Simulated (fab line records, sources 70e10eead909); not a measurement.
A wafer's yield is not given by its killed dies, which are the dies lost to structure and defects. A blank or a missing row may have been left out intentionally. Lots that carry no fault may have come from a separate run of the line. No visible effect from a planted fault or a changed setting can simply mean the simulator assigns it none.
fab line records	flow nand-harc
[record] lots = 24	wafers = 72	last-day = 33
route steps=1302 shown P_M2@332 P_BONDPAD@353 A_ONON_D1@445
lots that met no fault: from a run of the same line without faults
start-h: the number of hours between the record's first day and the start of the first shown wafer of the lot	wait-h: hours elapsed since this lot's preceding step	" as in the row above	L1.1+2: one row covering several wafers at once	- no value present, or no start provided	* or withheld: withheld	< > ~ a bound
route shown NAME@n: names a module that has steps shown in the file, with the first one's number in the route	usual: mean/standard deviation of fault-free wafers	same: alike in all rows	chamber/n: place in a boat	sites: readings site by site	_std_site: the values' standard deviation	_edge_site: mean of outer sites minus mean of inner sites	radius-mm: how far each site lies from the wafer's centre	mask NAME#n: copy n	behind: the most recent tool/chamber to have shaped the wafer	hold: reason for holding the lot/hours on hold/outcome of the hold	device: whichever transistor did not switch (one of n, p or np)	end of line: tests run on the same wafers once the route is complete	step lacking rows: just its recipe	killed: count of dies lost to structure and defects at first sort (not the wafer's yield)	map: the dies of a wafer, with x for killed, . for not killed, _ for no die there
set.NAME: the run value of the setting; set.NAME@STEP: its run value at that earlier step	model.NAME: the simulator's own value behind a step, which no gauge read
a sample of lots followed through the steps of the route, with each step as a table and each wafer as a row
services: from which hour (start-h, from the record's first day; less than 0 if before it) a tool's chamber was out of use, for how many hours, and why
[[steps]]
[step NHARC_P_M2_ETCH_35]
[recipe] target-depth-a = 400	overetch-a = 120	time-s = 43.94	ion-energy-ev = 200	n2-flow-sccm = 150	h2-flow-sccm = 150	ar-flow-sccm = 0	rf-w = 400	bias-w = 150	chemistry = N2/H2
[usual] drypump-motor-current-A = 5.7/0.48	oes-product-au = 0.998/0.0072	rf-vpp-V = 430.7/2	showerhead-plenum-p-Torr = 2.05/0.069	throttle-valve-pct = 14.172/0.0097
lot.wafer	tool	chamber	start-h	wait-h	drypump-motor-current-A	oes-product-au	rf-hours-counter-h	rf-vpp-V	showerhead-plenum-p-Torr	throttle-valve-pct
L074.3	rie-diel-05	1	125.72	0.1	6.5	1.004	5	428.2	1.92	14.175
L074.1	"	3	"	"	5.7	0.992	5	430.5	2.04	14.174
L074.5	"	0	"	"	5.0	0.999	-	431.4	2.06	14.162
L075.4	rie-diel-09	1	140.82	0.1	5.3	0.983	8	429.1	2.01	14.161
L075.2	"	3	"	"	5.9	0.994	10	430.6	2.02	14.171
L075.5	"	0	"	"	5.9	0.995	-	432.2	2.16	14.162
L076.4	rie-diel-05	1	145.30	0.1	6.5	0.994	5	427.7	1.92	14.167
L076.5	"	2	"	"	5.2	0.993	-	428.4	1.98	14.177
L076.6	"	3	"	"	5.7	1.003	-	429.8	2.04	14.156
L077.2	rie-diel-09	3	159.18	0.1	5.9	1.012	0	430.0	2.02	14.170
L077.3	"	0	"	"	5.9	0.996	0	434.5	2.16	14.172
L077.6	"	3	"	"	5.9	1.007	-	429.1	2.02	14.173
L078.1	rie-diel-11	2	174.59	0.1	5.6	0.984	5	432.5	2.08	14.177
L078.3	"	0	"	"	6.2	1.009	5	433.1	2.12	14.173
L078.6	"	1	"	"	6.0	0.999	-	434.7	2.15	14.162
L080.3	rie-diel-09	0	187.06	0.1	5.9	0.990	1	434.6	2.16	14.177
L080.5	"	2	"	"	6.1	0.997	-	432.7	2.10	14.177
L080.6	"	3	"	"	5.8	0.992	-	430.8	2.02	14.171
L079.1	rie-diel-09	2	188.29	0.1	6.2	0.984	1	431.2	2.10	14.176
L079.2	"	0	"	"	5.9	0.985	1	434.4	2.16	14.158
L079.4	"	1	"	"	5.3	0.988	1	429.2	2.01	14.178
L081.4	rie-diel-09	2	198.60	0.1	6.1	0.998	2	431.8	2.09	14.165
L081.1	"	3	"	"	5.9	1.005	2	430.8	2.02	14.177
L081.6	"	2	"	"	6.1	0.996	-	432.6	2.09	14.150
L082.2	rie-diel-05	3	215.94	0.1	5.7	1.010	9	430.9	2.04	14.202
L082.1	"	0	"	"	5.0	1.006	9	432.1	2.06	14.164
L082.5	"	3	"	"	5.7	1.002	-	429.7	2.04	14.183
L083.1	rie-diel-05	3	223.25	0.1	5.7	0.995	9	430.7	2.04	14.173
L083.4	"	1	"	"	6.5	1.003	9	427.6	1.91	14.179
L083.5	"	3	"	"	5.7	0.994	-	430.4	2.04	14.168
L084.1	rie-diel-09	2	234.02	0.1	6.1	1.006	6	432.6	2.09	14.184
L084.3	"	3	"	"	5.8	0.998	5	430.5	2.02	14.160
L084.6	"	3	"	"	5.9	1.001	-	431.4	2.02	14.165
L085.4	rie-diel-11	3	251.88	0.1	4.7	0.988	9	428.5	1.98	14.184
L085.1	"	0	"	"	6.2	1.000	9	433.0	2.12	14.175
L085.6	"	3	"	"	4.7	0.992	-	428.3	1.98	14.168
L086.2	rie-diel-11	2	253.36	0.1	5.6	0.999	7	430.8	2.08	14.167
L086.4	"	0	"	"	6.2	1.005	9	433.0	2.12	14.151
L086.6	"	3	"	"	4.7	1.000	-	427.5	1.98	14.185
L087.1	rie-diel-05	1	258.28	0.1	6.5	0.995	2	426.4	1.91	14.182
L087.4	"	2	"	"	5.3	1.014	1	428.6	1.98	14.188
L087.5	"	1	"	"	6.5	1.003	-	427.6	1.91	14.177
L089.2	rie-diel-09	0	275.42	0.1	5.9	1.005	7	433.7	2.15	14.170
L089.1	"	1	"	"	5.3	0.992	7	429.0	2.00	14.161
L089.4	"	3	"	"	5.8	1.004	8	428.9	2.02	14.172
L088.1	rie-diel-11	0	277.90	0.1	6.2	0.999	0	433.9	2.12	14.168
L088.4	"	1	"	"	6.0	1.004	0	434.5	2.15	14.181
L088.6	"	0	"	"	6.2	0.990	-	431.7	2.12	14.177
L090.3	rie-diel-05	0	292.48	0.1	5.0	1.000	4	432.2	2.06	14.178
L090.2	"	1	"	"	6.5	1.004	2	427.1	1.91	14.174
L090.5	"	3	"	"	5.7	0.993	-	430.6	2.04	14.168
L091.4	rie-diel-09	1	299.51	0.1	5.3	0.998	10	430.1	2.00	14.175
L091.5	"	0	"	"	5.9	0.998	-	433.1	2.15	14.177
L091.6	"	1	"	"	5.3	0.997	-	429.2	2.00	14.180
L092.3	rie-diel-05	2	311.53	0.1	5.2	1.008	4	428.6	1.97	14.187
L092.2	"	0	"	"	5.0	0.998	5	431.1	2.06	14.161
L092.5	"	3	"	"	5.7	1.002	-	431.2	2.04	14.171
L093.4	rie-diel-09	1	315.90	0.1	5.3	0.997	11	430.0	2.00	14.170
L093.1	"	2	"	"	6.1	0.996	12	429.4	2.09	14.175
L093.6	"	0	"	"	5.9	1.005	-	433.0	2.15	14.180
L094.3	rie-diel-11	0	333.57	0.1	6.2	0.993	3	431.2	2.12	14.164
L094.2	"	1	"	"	6.0	1.010	3	431.6	2.15	14.178
L094.5	"	3	"	"	4.7	0.983	-	429.6	1.98	14.161
L095.3	rie-diel-05	1	334.21	0.1	6.5	0.992	4	427.4	1.91	14.178
L095.1	"	2	"	"	5.3	0.997	5	429.2	1.97	14.167
L095.6	"	0	"	"	5.0	0.998	-	431.4	2.06	14.161
L096.2	rie-diel-11	3	348.97	0.1	4.7	0.987	3	427.4	1.98	14.176
L096.6	"	0	"	"	6.2	0.994	-	432.0	2.12	14.171
L096.5	"	1	"	"	6.0	0.998	-	433.7	2.15	14.180
L097.1	rie-diel-05	1	357.05	0.1	6.5	1.004	5	427.9	1.91	14.182
L097.4	"	2	"	"	5.3	1.017	6	430.2	1.97	14.166
L097.2	"	3	"	"	5.7	0.991	7	429.9	2.04	14.160
[step NHARC_P_M2_PRE_CLEAN_30]
[recipe] time-s = 30	temp-c = 280	gas = H2/He
[usual] heater-power-w = 416/36
lot.wafer	tool	chamber	start-h	wait-h	heater-power-w
L074.1	pvd-sputter-02	-	-	-	427
L074.3	"	-	"	"	441
L074.5	"	-	"	"	409
L075.4	pvd-sputter-01	-	-	-	488
L075.2	"	-	"	"	360
L075.5	"	-	"	"	428
L076.4	pvd-sputter-01	-	-	-	475
L076.5	"	-	"	"	483
L076.6	"	-	"	"	347
L077.3	pvd-sputter-03	-	-	-	358
L077.2	"	-	"	"	405
L077.6	"	-	"	"	460
L078.1	pvd-sputter-02	-	-	-	411
L078.3	"	-	"	"	436
L078.6	"	-	"	"	427
L080.3	pvd-sputter-02	-	-	-	432
L080.6	"	-	"	"	406
L080.5	"	-	"	"	418
L079.1	pvd-sputter-01	-	-	-	356
L079.4	"	-	"	"	433
L079.2	"	-	"	"	485
L081.1	pvd-sputter-02	-	-	-	430
L081.4	"	-	"	"	434
L081.6	"	-	"	"	419
L082.1	pvd-sputter-02	-	-	-	442
L082.2	"	-	"	"	436
L082.5	"	-	"	"	435
L083.4	pvd-sputter-02	-	-	-	430
L083.1	"	-	"	"	434
L083.5	"	-	"	"	415
L084.3	pvd-sputter-03	-	-	-	351
L084.1	"	-	"	"	440
L084.6	"	-	"	"	405
L085.4	pvd-sputter-02	-	-	-	437
L085.1	"	-	"	"	421
L085.6	"	-	"	"	430
L086.2	pvd-sputter-01	-	-	-	378
L086.4	"	-	"	"	372
L086.6	"	-	"	"	365
L087.1	pvd-sputter-01	-	-	-	471
L087.4	"	-	"	"	427
L087.5	"	-	"	"	468
L089.2	pvd-sputter-01	-	-	-	371
L089.1	"	-	"	"	424
L089.4	"	-	"	"	367
L088.1	pvd-sputter-02	-	-	-	410
L088.4	"	-	"	"	429
L088.6	"	-	"	"	451
L090.2	pvd-sputter-03	-	-	-	430
L090.3	"	-	"	"	363
L090.5	"	-	"	"	358
L091.4	pvd-sputter-02	-	-	-	417
L091.6	"	-	"	"	446
L091.5	"	-	"	"	451
L092.2	pvd-sputter-02	-	-	-	399
L092.3	"	-	"	"	408
L092.5	"	-	"	"	459
L093.1	pvd-sputter-01	-	-	-	383
L093.4	"	-	"	"	418
L093.6	"	-	"	"	470
L094.2	pvd-sputter-03	-	-	-	431
L094.3	"	-	"	"	364
L094.5	"	-	"	"	358
L095.1	pvd-sputter-02	-	-	-	419
L095.3	"	-	"	"	465
L095.6	"	-	"	"	450
L096.2	pvd-sputter-01	-	-	-	471
L096.6	"	-	"	"	424
L096.5	"	-	"	"	373
L097.2	pvd-sputter-02	-	-	-	452
L097.4	"	-	"	"	417
L097.1	"	-	"	"	412
[step NHARC_P_M2_INSPECT_27]
[usual] raw-defect-count = 361/130
lot.wafer	tool	chamber	start-h	wait-h	raw-defect-count
L074.1	defect-inspect-02	-	128.29	0.0	403
L074.3	"	-	"	"	309
L074.5	"	-	"	"	284
L075.2	defect-inspect-02	-	143.31	0.0	475
L075.4	"	-	"	"	274
L075.5	"	-	"	"	244
L076.4	defect-inspect-01	-	147.99	0.0	322
L076.5	"	-	"	"	278
L076.6	"	-	"	"	179
L077.2	defect-inspect-02	-	161.65	0.0	319
L077.3	"	-	"	"	413
L077.6	"	-	"	"	339
L078.1	defect-inspect-02	-	177.07	0.0	428
L078.3	"	-	"	"	315
L078.6	"	-	"	"	376
L080.3	defect-inspect-02	-	189.57	0.0	669
L080.5	"	-	"	"	510
L080.6	"	-	"	"	324
L079.1	defect-inspect-02	-	190.78	0.0	409
L079.2	"	-	"	"	377
L079.4	"	-	"	"	224
L081.1	defect-inspect-01	-	201.16	0.0	527
L081.4	"	-	"	"	229
L081.6	"	-	"	"	492
L082.1	defect-inspect-02	-	218.47	0.0	475
L082.2	"	-	"	"	463
L082.5	"	-	"	"	271
L083.1	defect-inspect-01	-	225.81	0.0	247
L083.4	"	-	"	"	346
L083.5	"	-	"	"	350
L084.1	defect-inspect-01	-	236.62	0.0	605
L084.3	"	-	"	"	346
L084.6	"	-	"	"	251
L085.1	defect-inspect-02	-	254.37	0.0	546
L085.4	"	-	"	"	369
L085.6	"	-	"	"	263
L086.2	defect-inspect-01	-	255.89	0.0	347
L086.4	"	-	"	"	400
L086.6	"	-	"	"	225
L087.1	defect-inspect-02	-	260.76	0.0	587
L087.4	"	-	"	"	324
L087.5	"	-	"	"	321
L089.1	defect-inspect-02	-	278.01	0.0	384
L089.2	"	-	"	"	362
L089.4	"	-	"	"	298
L088.1	defect-inspect-01	-	280.61	0.0	295
L088.4	"	-	"	"	513
L088.6	"	-	"	"	377
L090.2	defect-inspect-01	-	295.01	0.0	247
L090.3	"	-	"	"	588
L090.5	"	-	"	"	280
L091.4	defect-inspect-02	-	302.13	0.0	308
L091.5	"	-	"	"	253
L091.6	"	-	"	"	165
L092.2	defect-inspect-02	-	314.68	0.0	370
L092.3	"	-	"	"	452
L092.5	"	-	"	"	378
L093.1	defect-inspect-02	-	318.39	0.0	601
L093.4	"	-	"	"	457
L093.6	"	-	"	"	464
L094.2	defect-inspect-02	-	336.04	0.0	523
L094.3	"	-	"	"	522
L094.5	"	-	"	"	372
L095.1	defect-inspect-02	-	336.70	0.0	486
L095.3	"	-	"	"	267
L095.6	"	-	"	"	271
L096.2	defect-inspect-01	-	351.60	0.0	272
L096.5	"	-	"	"	194
L096.6	"	-	"	"	291
L097.1	defect-inspect-02	-	359.57	0.0	380
L097.2	"	-	"	"	306
L097.4	"	-	"	"	217
[step NHARC_P_BONDPAD_THK_MEAS_33]
[recipe] thk-meas-gauge = ellipsometry
[usual] thk-nm = 199.4/1.6
lot.wafer	tool	chamber	start-h	wait-h	thk-nm
L074.1	film-metro-02	-	129.51	0.2	199.1
L074.3	"	-	"	"	202.4
L074.5	"	-	"	"	200.8
L075.2	film-metro-01	-	144.52	0.2	201.3
L075.4	"	-	"	"	197.8
L075.5	"	-	"	"	199.8
L076.4	film-metro-02	-	149.21	0.2	196.5
L076.5	"	-	"	"	198.4
L076.6	"	-	"	"	197.1
L077.2	film-metro-01	-	162.86	0.2	200.3
L077.3	"	-	"	"	199.6
L077.6	"	-	"	"	200.4
L078.1	film-metro-02	-	178.27	0.2	200.6
L078.3	"	-	"	"	200.8
L078.6	"	-	"	"	202.3
L080.3	film-metro-02	-	190.76	0.2	200.4
L080.5	"	-	"	"	198.6
L080.6	"	-	"	"	201.2
L079.1	film-metro-01	-	191.98	0.2	202.0
L079.2	"	-	"	"	201.4
L079.4	"	-	"	"	202.6
L081.1	film-metro-02	-	202.37	0.2	197.5
L081.4	"	-	"	"	200.3
L081.6	"	-	"	"	196.7
L082.1	film-metro-01	-	219.69	0.2	198.6
L082.2	"	-	"	"	201.4
L082.5	"	-	"	"	201.2
L083.1	film-metro-01	-	227.03	0.2	199.1
L083.4	"	-	"	"	198.6
L083.5	"	-	"	"	197.9
L084.1	film-metro-02	-	238.12	0.2	199.0
L084.3	"	-	"	"	196.7
L084.6	"	-	"	"	196.3
L085.1	film-metro-02	-	255.60	0.2	198.8
L085.4	"	-	"	"	199.1
L085.6	"	-	"	"	199.4
L086.2	film-metro-02	-	257.10	0.2	199.0
L086.4	"	-	"	"	199.1
L086.6	"	-	"	"	199.9
L087.1	film-metro-02	-	262.02	0.2	198.9
L087.4	"	-	"	"	200.0
L087.5	"	-	"	"	200.0
L089.1	film-metro-01	-	279.50	0.2	198.5
L089.2	"	-	"	"	197.2
L089.4	"	-	"	"	201.1
L088.1	film-metro-01	-	281.83	0.2	199.8
L088.4	"	-	"	"	196.0
L088.6	"	-	"	"	198.2
L090.2	film-metro-01	-	296.23	0.2	199.1
L090.3	"	-	"	"	196.3
L090.5	"	-	"	"	197.3
L091.4	film-metro-02	-	303.46	0.2	197.9
L091.5	"	-	"	"	203.4
L091.6	"	-	"	"	197.4
L092.2	film-metro-01	-	315.87	0.2	200.1
L092.3	"	-	"	"	201.4
L092.5	"	-	"	"	202.4
L093.1	film-metro-01	-	319.62	0.2	201.4
L093.4	"	-	"	"	199.8
L093.6	"	-	"	"	200.5
L094.2	film-metro-02	-	337.58	0.2	197.3
L094.3	"	-	"	"	199.9
L094.5	"	-	"	"	198.2
L095.1	film-metro-02	-	337.89	0.2	201.1
L095.3	"	-	"	"	198.4
L095.6	"	-	"	"	198.0
L096.2	film-metro-02	-	352.79	0.2	199.3
L096.5	"	-	"	"	200.2
L096.6	"	-	"	"	199.1
L097.1	film-metro-02	-	360.89	0.2	199.8
L097.2	"	-	"	"	197.5
L097.4	"	-	"	"	197.6
[step NHARC_P_BONDPAD_OVL_MEAS_38]
[usual] overlay-x-nm = -1/4.8	overlay-y-nm = 1/6.9
lot.wafer	tool	chamber	start-h	wait-h	overlay-x-nm	overlay-y-nm
L074.1	overlay-02	-	130.17	-	1	7
L074.3	"	-	"	"	1	6
L074.5	"	-	"	"	1	6
L075.2	overlay-02	-	145.06	-	6	-3
L075.4	"	-	"	"	6	-3
L075.5	"	-	"	"	6	-3
L076.4	overlay-02	-	149.86	-	-2	2
L076.5	"	-	"	"	-2	2
L076.6	"	-	"	"	-3	2
L077.2	overlay-01	-	163.51	-	-5	-3
L077.3	"	-	"	"	-5	-3
L077.6	"	-	"	"	-5	-3
L078.1	overlay-01	-	178.92	-	4	-8
L078.3	"	-	"	"	4	-8
L078.6	"	-	"	"	3	-7
L080.3	overlay-01	-	191.41	-	-5	1
L080.5	"	-	"	"	-5	1
L080.6	"	-	"	"	-6	1
L079.1	overlay-02	-	192.63	-	4	-4
L079.2	"	-	"	"	5	-3
L079.4	"	-	"	"	4	-4
L081.1	overlay-01	-	203.05	-	11	-2
L081.4	"	-	"	"	11	-1
L081.6	"	-	"	"	11	-2
L082.1	overlay-02	-	220.34	-	-1	11
L082.2	"	-	"	"	-2	11
L082.5	"	-	"	"	-2	11
L083.1	overlay-01	-	227.72	-	0	-6
L083.4	"	-	"	"	0	-6
L083.5	"	-	"	"	0	-5
L084.1	overlay-01	-	238.77	-	-2	-1
L084.3	"	-	"	"	-2	-1
L084.6	"	-	"	"	-2	-1
L085.1	overlay-02	-	256.25	-	-3	3
L085.4	"	-	"	"	-3	3
L085.6	"	-	"	"	-3	3
L086.2	overlay-01	-	257.75	-	-1	16
L086.4	"	-	"	"	-1	15
L086.6	"	-	"	"	-1	16
L087.1	overlay-01	-	262.67	-	-6	10
L087.4	"	-	"	"	-6	10
L087.5	"	-	"	"	-6	11
L089.1	overlay-02	-	280.15	-	-13	-14
L089.2	"	-	"	"	-13	-14
L089.4	"	-	"	"	-13	-14
L088.1	overlay-01	-	282.38	-	5	1
L088.4	"	-	"	"	5	1
L088.6	"	-	"	"	5	1
L090.2	overlay-01	-	296.89	-	0	-8
L090.3	"	-	"	"	0	-8
L090.5	"	-	"	"	0	-7
L091.4	overlay-01	-	304.12	-	0	1
L091.5	"	-	"	"	1	0
L091.6	"	-	"	"	1	1
L092.2	overlay-01	-	316.52	-	-7	5
L092.3	"	-	"	"	-6	5
L092.5	"	-	"	"	-6	4
L093.1	overlay-01	-	320.27	-	0	0
L093.4	"	-	"	"	0	0
L093.6	"	-	"	"	0	0
L094.2	overlay-02	-	338.23	-	-3	15
L094.3	"	-	"	"	-3	15
L094.5	"	-	"	"	-3	15
L095.1	overlay-02	-	338.54	-	3	-3
L095.3	"	-	"	"	3	-3
L095.6	"	-	"	"	3	-4
L096.2	overlay-01	-	353.33	-	3	1
L096.5	"	-	"	"	3	1
L096.6	"	-	"	"	3	1
L097.1	overlay-01	-	361.54	-	-5	-5
L097.2	"	-	"	"	-4	-5
L097.4	"	-	"	"	-5	-5
[step NHARC_A_ONON_D1_THK_MEAS_30]
[recipe] thk-meas-gauge = ellipsometry
[usual] thk-nm = 1000/8.8
lot.wafer	tool	chamber	start-h	wait-h	thk-nm
L074.1	film-metro-02	-	168.96	-	998
L074.3	"	-	"	"	997
L074.5	"	-	"	"	997
L075.2	film-metro-01	-	183.19	-	995
L075.4	"	-	"	"	997
L075.5	"	-	"	"	996
L076.4	film-metro-02	-	192.65	-	990
L076.5	"	-	"	"	990
L076.6	"	-	"	"	987
L077.2	film-metro-01	-	201.86	-	996
L077.3	"	-	"	"	995
L077.6	"	-	"	"	995
L078.1	film-metro-01	-	219.38	-	988
L078.3	"	-	"	"	988
L078.6	"	-	"	"	988
L080.3	film-metro-01	-	232.75	-	1023
L080.5	"	-	"	"	1023
L080.6	"	-	"	"	1021
L079.1	film-metro-02	-	232.89	-	1006
L079.2	"	-	"	"	1005
L079.4	"	-	"	"	1006
L081.1	film-metro-02	-	242.62	-	1015
L081.4	"	-	"	"	1014
L081.6	"	-	"	"	1013
L082.1	film-metro-01	-	259.25	-	1011
L082.2	"	-	"	"	1010
L082.5	"	-	"	"	1013
L083.1	film-metro-02	-	268.11	-	1015
L083.4	"	-	"	"	1013
L083.5	"	-	"	"	1014
L084.1	film-metro-01	-	277.93	-	990
L084.3	"	-	"	"	991
L084.6	"	-	"	"	989
L086.2	film-metro-01	-	294.36	-	990
L086.4	"	-	"	"	991
L086.6	"	-	"	"	993
L085.1	film-metro-02	-	294.38	-	987
L085.4	"	-	"	"	989
L085.6	"	-	"	"	987
L087.1	film-metro-02	-	304.85	-	999
L087.4	"	-	"	"	999
L087.5	"	-	"	"	997
L088.1	film-metro-01	-	324.13	-	1008
L088.4	"	-	"	"	1009
L088.6	"	-	"	"	1006
L089.1	film-metro-02	-	324.27	-	1005
L089.2	"	-	"	"	1003
L089.4	"	-	"	"	1004
L090.2	film-metro-02	-	335.99	-	1010
L090.3	"	-	"	"	1008
L090.5	"	-	"	"	1011
L091.4	film-metro-02	-	345.39	-	997
L091.5	"	-	"	"	1000
L091.6	"	-	"	"	999
L092.2	film-metro-02	-	355.13	-	999
L092.3	"	-	"	"	997
L092.5	"	-	"	"	999
L093.1	film-metro-02	-	358.91	-	1000
L093.4	"	-	"	"	1002
L093.6	"	-	"	"	999
L094.2	film-metro-01	-	383.84	-	995
L094.3	"	-	"	"	998
L094.5	"	-	"	"	996
L095.1	film-metro-01	-	383.84	-	1000
L095.3	"	-	"	"	1000
L095.6	"	-	"	"	998
L097.1	film-metro-01	-	405.32	-	997
L097.2	"	-	"	"	997
L097.4	"	-	"	"	998
L096.2	film-metro-02	-	405.32	-	1001
L096.5	"	-	"	"	998
L096.6	"	-	"	"	1001
[[services]]
tool	chamber	start-h	hours	kind
pvd-sputter-02	-	104.00	10.0	pm
rie-diel-05	2	109.98	8.3	repair
rie-diel-09	3	111.73	2.7	repair
rie-diel-09	0	119.60	4.2	repair
rie-diel-09	-	143.10	9.0	pm
pvd-sputter-02	-	143.23	6.6	repair
pvd-sputter-03	-	170.04	10.0	pm
rie-diel-05	-	176.25	0.7	repair
rie-diel-11	2	191.29	28.6	repair
pvd-sputter-03	-	210.11	8.5	repair
pvd-sputter-01	-	211.54	29.8	repair
rie-diel-11	2	228.53	4.4	repair
rie-diel-05	-	229.60	9.0	pm
pvd-sputter-02	-	230.89	10.5	repair
pvd-sputter-01	-	241.35	10.0	pm
rie-diel-11	-	255.75	9.0	pm
rie-diel-05	1	259.48	20.4	repair
rie-diel-09	3	271.37	3.9	repair
rie-diel-05	0	277.26	2.3	repair
pvd-sputter-02	-	282.00	10.0	pm
rie-diel-11	3	311.28	1.7	repair
rie-diel-09	-	320.10	9.0	pm
rie-diel-05	-	336.81	0.3	repair
rie-diel-09	0	347.62	5.8	repair
[[key]]
fault none
